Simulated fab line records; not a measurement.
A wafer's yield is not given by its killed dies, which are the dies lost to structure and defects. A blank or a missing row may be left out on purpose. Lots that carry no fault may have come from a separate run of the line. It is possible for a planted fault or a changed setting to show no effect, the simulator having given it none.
2 desks, one fault || flow nand harc || every desk sees just its own numbers, and what lay behind them comes last

== FROM THE METROLOGY DESK ==
What the gauges read for every lot (on any tool): the sampled wafers with a number, averaged. Any lot whose mean is over 4 standard deviations away from the usual mean is out of limits and marked OUT; that distance is given in the brackets.
Columns: A = thk nm at NHARC_A_ONON_D2_THK_MEAS_14, usual 1001 nm; B = thk nm at NHARC_A_ONON_D2_THK_MEAS_34, usual 200.3 nm; C = cd nm at NHARC_A_CHANNEL_HOLE_D2_CD_MEAS_18, usual 99.7 nm
{"lot": "L700", "first seen here": "day 12 21:28", "A": 994, "B": 203.2, "C": 101.9}
{"lot": "L701", "first seen here": "day 12 21:29", "A": 1004, "B": 201.7, "C": 99.7}
{"lot": "L702", "first seen here": "day 13 18:50", "A": 1008, "B": 202.5, "C": 98.3}
{"lot": "L704", "first seen here": "day 14 20:50", "A": 1004, "B": 201.0, "C": 99.0}
{"lot": "L706", "first seen here": "day 15 19:55", "A": 990, "B": 196.4, "C": 99.5}
{"lot": "L713", "first seen here": "day 18 12:49", "A": 997, "B": 201.3, "C": 104.0}
{"lot": "L714", "first seen here": "day 18 23:50", "A": 997, "B": 200.9, "C": 98.5}
{"lot": "L715", "first seen here": "day 19 06:34", "A": 1009, "B": 199.0, "C": 101.0}
{"lot": "L718", "first seen here": "day 20 20:53", "A": 995, "B": 202.4, "C": 101.4}
{"lot": "L719", "first seen here": "day 20 20:53", "A": 1002, "B": 198.3, "C": 98.2}
{"lot": "L720", "first seen here": "day 21 12:32", "A": 1003, "B": 201.6, "C": 96.2}
{"lot": "L722", "first seen here": "day 22 04:12", "A": 1002, "B": 200.6, "C": 99.3}
{"lot": "L721", "first seen here": "day 22 04:14", "A": 995, "B": 196.9, "C": 100.8}
Result from this desk: across the 13 lots, nothing is out of limits.

== FOR THE TOOL OWNER'S DESK: rie diel-12 ==
The tool's own readings at NHARC_A_CHANNEL_HOLE_D2_ETCH_34 (etches the open film in CF4/CHF3, target depth 154 nm, time 77 s): means of the sampled wafers that have a number, for each lot that ran on this tool. Any lot whose mean is over 4 standard deviations away from the usual mean is out of limits and marked OUT; that distance is given in the brackets.
Columns: A = drypump motor current A at NHARC_A_CHANNEL_HOLE_D2_ETCH_34, usual 5.6 A; B = oes product au at NHARC_A_CHANNEL_HOLE_D2_ETCH_34, usual 0.959 a.u.; C = rf vpp V at NHARC_A_CHANNEL_HOLE_D2_ETCH_34, usual 370.4 V; D = showerhead plenum p Torr at NHARC_A_CHANNEL_HOLE_D2_ETCH_34, usual 1.57 Torr; E = throttle valve pct at NHARC_A_CHANNEL_HOLE_D2_ETCH_34, usual 16.804 %
{"lot": "L701", "first seen here": "day 13 11:50", "A": 5.9, "B": 0.974, "C": 370.8, "D": 1.57, "E": 16.811}
{"lot": "L700", "first seen here": "day 13 14:10", "A": 5.5, "B": 0.933, "C": 369.9, "D": 1.55, "E": 16.805}
{"lot": "L704", "first seen here": "day 15 10:52", "A": 5.5, "B": 0.902, "C": 370.4, "D": 1.55, "E": 16.802}
{"lot": "L706", "first seen here": "day 16 11:09", "A": 5.9, "B": 0.931, "C": 368.4, "D": 1.51, "E": 16.798}
{"lot": "L713", "first seen here": "day 19 07:07", "A": 6.0, "B": 0.968, "C": 370.0, "D": 1.58, "E": 16.798}
{"lot": "L719", "first seen here": "day 21 13:25", "A": 5.8, "B": 0.972, "C": 369.7, "D": 1.55, "E": 16.805}
{"lot": "L720", "first seen here": "day 22 07:45", "A": 5.9, "B": 0.959, "C": 369.9, "D": 1.57, "E": 16.800}
{"lot": "L722", "first seen here": "day 22 17:44", "A": 5.8, "B": 0.973, "C": 368.9, "D": 1.52, "E": 16.800}
Result from this desk: across the 8 lots, nothing is out of limits.

== PUT TOGETHER ==
At the metrology desk, nothing out of limits was observed.
The desk of the tool owner found nothing out of limits.

== WHAT WAS PUT IN BY THE SIMULATOR ==
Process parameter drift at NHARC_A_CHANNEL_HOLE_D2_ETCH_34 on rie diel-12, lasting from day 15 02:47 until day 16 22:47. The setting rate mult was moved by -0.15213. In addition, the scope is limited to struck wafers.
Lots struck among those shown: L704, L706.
